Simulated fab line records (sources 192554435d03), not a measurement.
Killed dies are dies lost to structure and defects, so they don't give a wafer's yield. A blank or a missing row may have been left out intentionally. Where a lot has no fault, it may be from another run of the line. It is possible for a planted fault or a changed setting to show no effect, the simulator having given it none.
One fault through the eyes of 2 desks | flow n5 finfet | numbers are kept per desk, each desk with only its own; the story behind them comes last

AT THE METROLOGY DESK
Means of the sampled wafers that have a number, per lot and without regard to the tool the lot ran on: this is what the gauges read. Any lot whose mean is over 4 standard deviations away from the usual mean is out of limits and marked OUT; that distance is given in the brackets. Of its 38 readings 7 are shown: the one that was out of limits first, and those that lie furthest out on some lot.
Columns: A = ION_P at N5_BEOL_M4_RC_MEAS_101, usual 463 uA/um; B = trench depth nm at N5_BEOL_M13_OCD_MEAS_35, usual 414 nm; C = M13_THK at N5_BEOL_M13_THK_MEAS_50, usual 419 nm; D = M13_RS at N5_BEOL_M13_RS_MEAS_54, usual 0.0450 ohm/sq; E = SERP_M13 at N5_BEOL_M15_RC_MEAS_101, usual 0.310 ohm/um; F = SERP_M13_max_site at N5_BEOL_M15_RC_MEAS_101, usual 0.313 ohm/um; G = SERP_M5_max_site at N5_BEOL_M15_RC_MEAS_101, usual 40.1 ohm/um
lot  | first seen here | A   | B             | C             | D                | E               | F               | G
L407 | day 8 01:47     | 477 | 412           | 412           | 0.0452           | 0.310           | 0.314           | 43.4
L406 | day 8 02:04     | 468 | 413           | 416           | 0.0449           | 0.311           | 0.313           | 39.0
L418 | day 10 20:43    | 469 | 347 (-14) OUT | 348 (-12) OUT | 0.0603 (+28) OUT | 0.425 (+23) OUT | 0.432 (+23) OUT | 38.2
L426 | day 12 23:07    | 458 | 419           | 418           | 0.0446           | 0.307           | 0.311           | 39.9
L428 | day 13 08:04    | 463 | 414           | 422           | 0.0450           | 0.307           | 0.312           | 39.7
L429 | day 13 14:23    | 463 | 416           | 427           | 0.0447           | 0.305           | 0.310           | 39.0
This desk's verdict: out of limits on L418, starting with L418 at day 13 23:46 (trench depth nm at N5_BEOL_M13_OCD_MEAS_35). Within limits: L407, L406, L426, L428, L429.

TOOL OWNER'S DESK, rie diel-05
The tool's own readings at N5_BEOL_M13_TRENCH_ETCH_34 (etches SiOC in C4F8/O2/Ar, target depth 413.47 nm, time 162.6 s): means of the sampled wafers that have a number, for each lot that ran on this tool. Any lot whose mean is over 4 standard deviations away from the usual mean is out of limits and marked OUT; that distance is given in the brackets.
Columns: A = drypump motor current A at N5_BEOL_M13_TRENCH_ETCH_34, usual 5.8 A; B = he inner torr at N5_BEOL_M13_TRENCH_ETCH_34, usual 15.00 Torr; C = oes product au at N5_BEOL_M13_TRENCH_ETCH_34, usual 0.79 a.u.; D = rf vpp V at N5_BEOL_M13_TRENCH_ETCH_34, usual 666 V; E = showerhead plenum p Torr at N5_BEOL_M13_TRENCH_ETCH_34, usual 3.42 Torr; F = throttle valve pct at N5_BEOL_M13_TRENCH_ETCH_34, usual 24.26 %
lot  | first seen here | A   | B     | C    | D   | E    | F
L407 | day 10 23:56    | 5.4 | 15.00 | 0.75 | 661 | 3.28 | 24.30
L406 | day 11 04:07    | 5.7 | 15.04 | 0.76 | 663 | 3.37 | 24.30
L418 | day 13 23:35    | 6.0 | 15.00 | 0.75 | 664 | 3.42 | 24.08
This desk found nothing out of limits on any of the 3 lots.

ALL TOGETHER
The metrology desk could have raised an alarm at day 13 23:46, on L418.
The desk of the tool owner found nothing out of limits.
The tool owner's desk has L418 on record, within its limits.
Of the lots named, all ran N5_BEOL_M13_TRENCH_ETCH_34 on rie diel-05.

WHAT THE SIMULATOR HAD INSERTED
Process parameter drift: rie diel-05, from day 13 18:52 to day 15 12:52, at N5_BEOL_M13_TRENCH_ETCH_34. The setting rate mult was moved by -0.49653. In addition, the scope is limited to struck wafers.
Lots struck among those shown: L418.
Per desk, hours elapsed from the start of the fault to the first reading out of limits: for the metrology desk, 5.
